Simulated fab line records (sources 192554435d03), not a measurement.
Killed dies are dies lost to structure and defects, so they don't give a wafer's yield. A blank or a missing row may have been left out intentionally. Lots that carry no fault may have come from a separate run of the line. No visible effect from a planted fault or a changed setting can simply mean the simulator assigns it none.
Chamber matching | flow n5 finfet | N5_BEOL_M10_STRIP_67 on rie diel-01 has 4 sister chambers
The step strips in CF4. 14 wafers are shown with their chamber, then 7 later ones without.

WAFERS WITH THEIR CHAMBER
wafer  | chamber | showerhead plenum p Torr (Torr) | drypump motor current A (A) | throttle valve pct (%)
L075.1 | 0       | 1.75                            | 5.67                        | 13.58
L075.3 | 1       | 1.80                            | 5.55                        | 13.11
L075.5 | 3       | 1.89                            | 5.51                        | 12.99
L076.2 | 0       | 1.75                            | 5.72                        | 13.61
L076.4 | 1       | 1.80                            | 5.54                        | 13.13
L076.5 | 2       | 1.71                            | 5.85                        | 13.36
L079.4 | 3       | 1.88                            | 5.51                        | 13.03
L079.5 | 2       | 1.71                            | 5.82                        | 13.38
L079.6 | 3       | 1.88                            | 5.51                        | 13.01
L088.2 | 1       | 1.79                            | 5.52                        | 13.20
L088.3 | 3       | 1.88                            | 5.48                        | 13.06
L088.6 | 2       | 1.70                            | 5.84                        | 13.42
L090.3 | 3       | 1.88                            | 5.48                        | 13.07
L090.5 | 0       | 1.74                            | 5.72                        | 13.68

SIGNATURES (averages over the wafers above)
reading                  | chamber 0 | chamber 1 | chamber 2 | chamber 3 | scatter within a chamber
showerhead plenum p Torr | 1.7467    | 1.7967    | 1.7067    | 1.8820    | 0.00529
drypump motor current A  | 5.7033    | 5.5367    | 5.8367    | 5.4980    | 0.0192
throttle valve pct       | 13.6233   | 13.1467   | 13.3867   | 13.0320   | 0.0401
Rule: for a wafer and a chamber, the distance is found by dividing, reading by reading, the gap between the wafer's reading and the chamber's mean by the reading's scatter, squaring, summing and taking the root. The wafer belongs to the nearest chamber; if the next one is less than 2 further off, it can't be placed. How the scatter is found: for the shown wafers, subtract from each reading the mean of its chamber, square and add these, divide the total by (wafers less chambers), then take the root.

WAFERS WITHOUT THEIR CHAMBER
wafer  | showerhead plenum p Torr (Torr) | drypump motor current A (A) | throttle valve pct (%)
L090.6 | 1.88                            | 5.51                        | 13.09
L094.1 | 1.74                            | 5.68                        | 13.69
L094.4 | 1.79                            | 5.52                        | 13.21
L094.5 | 1.79                            | 5.49                        | 13.22
L097.3 | 1.70                            | 5.84                        | 13.44
L097.5 | 1.74                            | 5.68                        | 13.69
L097.6 | 1.79                            | 5.50                        | 13.23

THE CHAMBER EACH PASSED THROUGH
wafer  | from the rows above | in truth
L090.6 | 3                   | 3
L094.1 | 0                   | 0
L094.4 | 1                   | 1
L094.5 | 1                   | 1
L097.3 | 2                   | 2
L097.5 | 0                   | 0
L097.6 | 1                   | 1
Correctly placed: 7 of 7. Can't be placed from these rows: 0. 0 placed wrongly.
